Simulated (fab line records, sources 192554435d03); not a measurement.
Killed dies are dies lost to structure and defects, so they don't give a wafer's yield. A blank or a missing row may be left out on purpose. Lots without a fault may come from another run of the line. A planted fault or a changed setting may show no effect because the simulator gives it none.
Chamber matching | flow n5_finfet | N5_BEOL_M10_CURE_71 on uv_cure-03: 3 sister chambers
The step cures SiCOH lowk, time 240 s. 6 wafers are shown with their chamber, then 9 later ones without.

WAFERS WITH THEIR CHAMBER
wafer  | chamber | wafer_temp_C_max | lamp_power_pct (%)
L081.5 | 0       | 388.1            | 52.36
L081.6 | 0       | 388.7            | 52.30
L084.3 | 1       | 386.5            | 52.30
L084.4 | 1       | 386.5            | 52.30
L091.3 | 2       | 385.8            | 52.24
L091.4 | 2       | 385.7            | 52.28

WAFERS WITHOUT THEIR CHAMBER
wafer  | wafer_temp_C_max | lamp_power_pct (%)
L094.2 | 387.3            | 52.26
L094.5 | 387.3            | 52.34
L094.6 | 386.2            | 52.29
L096.1 | 387.0            | 52.30
L096.2 | 387.7            | 52.36
L096.6 | 387.6            | 52.32
L097.1 | 386.9            | 52.31
L097.3 | 386.4            | 52.28
L097.5 | 386.5            | 52.26

WHICH CHAMBER EACH WENT THROUGH
wafer  | from the rows above     | in truth
L094.2 | can't be placed: 1 or 0 | 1
L094.5 | can't be placed: 1 or 0 | 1
L094.6 | can't be placed: 1 or 2 | 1
L096.1 | 1                       | 1
L096.2 | 0                       | 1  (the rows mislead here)
L096.6 | can't be placed: 0 or 1 | 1
L097.1 | 1                       | 1
L097.3 | can't be placed: 1 or 2 | 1
L097.5 | can't be placed: 1 or 2 | 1
Placed correctly: 2 of 9. Can't be placed from these rows: 6 (the true chamber is among the candidates in 6). Placed wrongly: 1.
How it was worked out, from the rows above alone: a wafer's distance from a chamber is the root of the sum, over the readings, of the square of ((its reading less the chamber's mean) divided by the reading's scatter). The wafer belongs to the nearest chamber; if the next one is less than 2 further off, it can't be placed. A chamber's mean is the mean of its shown wafers. The scatter: the root of (the sum of the squares of (reading less its chamber's mean) over the shown wafers, divided by (wafers less chambers)).
